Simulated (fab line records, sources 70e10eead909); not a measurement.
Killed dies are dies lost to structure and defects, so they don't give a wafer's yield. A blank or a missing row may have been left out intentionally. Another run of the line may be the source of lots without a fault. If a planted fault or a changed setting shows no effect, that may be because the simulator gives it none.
The same fault as seen by 2 desks | flow nand_harc | numbers are kept per desk, each desk with only its own; the story behind them comes last

== DESK OF THE TOOL OWNER: pecvd_onon-02 ==
The tool's own readings at NHARC_A_ONON_D1_DEP_22 (target thk 1000 nm): means of the sampled wafers that have a number, for each lot that ran on this tool. The brackets show how far a lot's mean lies from the usual mean; more than 4 standard deviations puts the lot out of limits, marked OUT.
Columns: A = susceptor_temp_C at NHARC_A_ONON_D1_DEP_22, usual 400.06 C
lot  | first seen here | A
L602 | day 8 09:48     | 400.03
L604 | day 9 07:54     | 399.95
L615 | day 12 11:07    | 399.90
L616 | day 12 18:41    | 399.90
L620 | day 12 23:14    | 399.90
L622 | day 13 03:46    | 400.07
Finding of this desk: none of the 6 lots has anything out of limits.

== METROLOGY DESK ==
What the gauges read, lot by lot, whatever tool the lot ran on: means of the sampled wafers that have a number. The brackets show how far a lot's mean lies from the usual mean; more than 4 standard deviations puts the lot out of limits, marked OUT.
Columns: A = thk_nm at NHARC_A_ONON_D1_THK_MEAS_11, usual 1001 nm; B = thk_nm at NHARC_A_ONON_D1_THK_MEAS_24, usual 1000 nm; C = thk_nm at NHARC_A_ONON_D1_THK_MEAS_27, usual 996 nm; D = cd_nm at NHARC_A_CHANNEL_HOLE_D1_CD_MEAS_10, usual 100.3 nm
lot  | first seen here | A    | B    | C    | D
L601 | day 7 15:57     | 997  | 1010 | 998  | 100.4
L602 | day 8 01:28     | 979  | 1000 | 995  | 100.3
L604 | day 8 23:34     | 990  | 1009 | 988  | 100.5
L605 | day 8 23:34     | 989  | 985  | 993  | 100.5
L615 | day 12 01:44    | 1008 | 998  | 1003 | 101.1
L614 | day 12 02:05    | 1009 | 1007 | 989  | 100.1
L616 | day 12 09:51    | 1009 | 983  | 1004 | 100.8
L617 | day 12 10:00    | 990  | 995  | 1004 | 100.8
L619 | day 12 10:30    | 1024 | 1001 | 991  | 99.4
L620 | day 12 14:50    | 992  | 1003 | 1008 | 99.8
L622 | day 12 19:29    | 1010 | 994  | 990  | 100.4
L623 | day 12 19:35    | 1014 | 1008 | 988  | 100.9
L624 | day 13 08:57    | 997  | 995  | 989  | 99.8
Finding of this desk: none of the 13 lots has anything out of limits.

== PUT TOGETHER ==
Nothing out of limits was seen by the tool owner's desk.
Metrology desk: nothing out of limits seen.

== WHAT THE SIMULATOR PUT IN ==
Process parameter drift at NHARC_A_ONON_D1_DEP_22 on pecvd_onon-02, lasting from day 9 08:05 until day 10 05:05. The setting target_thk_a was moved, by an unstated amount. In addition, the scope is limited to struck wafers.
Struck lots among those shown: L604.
